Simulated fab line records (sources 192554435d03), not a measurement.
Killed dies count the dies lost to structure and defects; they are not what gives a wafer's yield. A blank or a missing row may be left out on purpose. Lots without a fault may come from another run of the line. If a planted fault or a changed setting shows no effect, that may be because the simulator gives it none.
One fault seen from 2 desks + flow n5 finfet + every desk sees just its own numbers, and what lay behind them comes last

== AT THE METROLOGY DESK ==
Means of the sampled wafers that have a number, per lot and without regard to the tool the lot ran on: this is what the gauges read. Marked OUT: a lot whose mean sits more than 4 standard deviations from the usual mean, which makes it out of limits; the brackets give that distance. 7 of its 11 readings are shown, namely those furthest out on some lot.
Columns: A = DIBL_P at N5_BEOL_M4_RC_MEAS_101, usual 35.8 mV/V; B = IOFF_N at N5_BEOL_M4_RC_MEAS_101, usual 0.157 nA/um; C = IOFF_P at N5_BEOL_M4_RC_MEAS_101, usual 0.21 nA/um; D = ION_N at N5_BEOL_M4_RC_MEAS_101, usual 677 uA/um; E = ION_P at N5_BEOL_M4_RC_MEAS_101, usual 465 uA/um; F = VT_N at N5_BEOL_M4_RC_MEAS_101, usual 249 mV; G = VT_P at N5_BEOL_M4_RC_MEAS_101, usual -250 mV
| lot  | first seen here | A    | B     | C    | D   | E   | F   | G    |
|------|-----------------|------|-------|------|-----|-----|-----|------|
| L564 | day 7 03:33     | 36.0 | 0.153 | 0.22 | 662 | 458 | 252 | -251 |
| L565 | day 7 03:36     | 35.5 | 0.178 | 0.22 | 684 | 464 | 248 | -249 |
| L566 | day 7 06:37     | 32.6 | 0.125 | 0.17 | 677 | 465 | 252 | -253 |
| L567 | day 7 11:23     | 35.0 | 0.166 | 0.23 | 680 | 467 | 246 | -247 |
| L572 | day 8 22:59     | 32.4 | 0.112 | 0.14 | 657 | 451 | 256 | -258 |
| L578 | day 9 17:51     | 36.2 | 0.145 | 0.18 | 673 | 459 | 251 | -253 |
| L579 | day 10 05:24    | 34.7 | 0.125 | 0.20 | 664 | 462 | 253 | -250 |
| L583 | day 11 17:40    | 36.0 | 0.172 | 0.23 | 685 | 467 | 249 | -248 |
Result from this desk: across the 8 lots, nothing is out of limits.

== THE TOOL OWNER'S DESK: rie diel-02 ==
The tool's own readings at N5_BEOL_M1_TRENCH_ETCH_37 (etches SiOC in C4F6/O2, target depth 55.207 nm, time 29 s): means of the sampled wafers that have a number, for each lot that ran on this tool. Marked OUT: a lot whose mean sits more than 4 standard deviations from the usual mean, which makes it out of limits; the brackets give that distance. Readings shown: 7 out of 8 (the first out of limits, and those lying furthest out on some lot).
Columns: A = drypump motor current A at N5_BEOL_M1_TRENCH_ETCH_37, usual 5.9 A; B = oes_f_703_au at N5_BEOL_M1_TRENCH_ETCH_37, usual 0.80 a.u.; C = oes_o_777_au at N5_BEOL_M1_TRENCH_ETCH_37, usual 0.81 a.u.; D = oes product au at N5_BEOL_M1_TRENCH_ETCH_37, usual 0.81 a.u.; E = rf fwd power W at N5_BEOL_M1_TRENCH_ETCH_37, usual 350.4 W; F = rf vpp V at N5_BEOL_M1_TRENCH_ETCH_37, usual 667 V; G = throttle valve pct at N5_BEOL_M1_TRENCH_ETCH_37, usual 20.84 %
| lot  | first seen here | A   | B    | C    | D    | E               | F   | G     |
|------|-----------------|-----|------|------|------|-----------------|-----|-------|
| L564 | day 7 03:23     | 5.8 | 0.87 | 0.88 | 0.87 | 352.2           | 675 | 20.75 |
| L566 | day 7 06:27     | 6.7 | 0.81 | 0.81 | 0.80 | 350.1           | 675 | 20.96 |
| L567 | day 7 11:14     | 6.7 | 0.80 | 0.81 | 0.80 | 348.6           | 676 | 20.96 |
| L572 | day 8 22:50     | 6.2 | 0.74 | 0.75 | 0.80 | 322.8 (-13) OUT | 709 | 20.73 |
This desk finds L572 out of limits, L572 being first, at day 8 22:50 (rf fwd power W at N5_BEOL_M1_TRENCH_ETCH_37). L564, L566, L567 stayed within limits.

== PUT TOGETHER ==
The tool owner's desk had the chance to raise an alarm at day 8 22:50 on L572.
From the metrology desk's view, nothing was out of limits.
The metrology desk has L572 on record, within its limits.
On rie diel-02, each named lot ran N5_BEOL_M1_TRENCH_ETCH_37.

== WHAT HAD BEEN PUT IN BY THE SIMULATOR ==
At N5_BEOL_M1_TRENCH_ETCH_37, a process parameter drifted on rie diel-02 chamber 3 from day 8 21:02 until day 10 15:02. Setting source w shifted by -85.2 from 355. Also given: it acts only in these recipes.
Lots struck among those shown: L572.
Delay in hours, fault start to first out-of-limits reading, by desk: the tool owner's desk at 2.
